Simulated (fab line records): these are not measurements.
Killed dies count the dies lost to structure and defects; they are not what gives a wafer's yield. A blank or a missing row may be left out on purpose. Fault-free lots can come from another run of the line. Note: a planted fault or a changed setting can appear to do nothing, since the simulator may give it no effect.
Chamber matching / flow n5_finfet / N5_BEOL_M0_STRIP_142 on rie_diel-01 has 4 sister chambers
The step strips in N2/H2, time 10 s. 4 wafers are shown with their chamber, then 7 later ones without.

WAFERS, EACH WITH ITS CHAMBER
wafer=L197.2; chamber=2; showerhead_plenum_p_Torr (Torr)=2.71
wafer=L197.5; chamber=1; showerhead_plenum_p_Torr (Torr)=2.38
wafer=L209.1; chamber=3; showerhead_plenum_p_Torr (Torr)=2.60
wafer=L209.3; chamber=0; showerhead_plenum_p_Torr (Torr)=2.65

WAFERS MISSING THEIR CHAMBER
wafer=L209.5; showerhead_plenum_p_Torr (Torr)=2.60
wafer=L213.1; showerhead_plenum_p_Torr (Torr)=2.60
wafer=L213.5; showerhead_plenum_p_Torr (Torr)=2.69
wafer=L213.6; showerhead_plenum_p_Torr (Torr)=2.70
wafer=L216.1; showerhead_plenum_p_Torr (Torr)=2.64
wafer=L216.2; showerhead_plenum_p_Torr (Torr)=2.69
wafer=L216.3; showerhead_plenum_p_Torr (Torr)=2.69

WHICH CHAMBER EACH WENT THROUGH
wafer=L209.5; from the rows above=3; in truth=3
wafer=L213.1; from the rows above=3; in truth=3
wafer=L213.5; from the rows above=can't be placed: 2 or 0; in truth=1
wafer=L213.6; from the rows above=2; in truth=2
wafer=L216.1; from the rows above=0; in truth=0
wafer=L216.2; from the rows above=can't be placed: 2 or 0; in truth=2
wafer=L216.3; from the rows above=can't be placed: 2 or 0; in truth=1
Correct placement for 4 of the 7. Cannot be placed on the basis of these rows: 3; the candidates contain the true chamber in 1. 0 placed wrongly.
How it was worked out, from the rows above alone: a wafer's distance from a chamber is the root of the sum, over the readings, of the square of ((its reading less the chamber's mean) divided by the reading's scatter). The wafer belongs to the nearest chamber; if the next one is less than 2 further off, it can't be placed. The mean given for a chamber averages the wafers shown for that chamber. The scatter: root of mean squared gap, hidden wafer to nearest shown wafer, with one shown wafer a chamber.
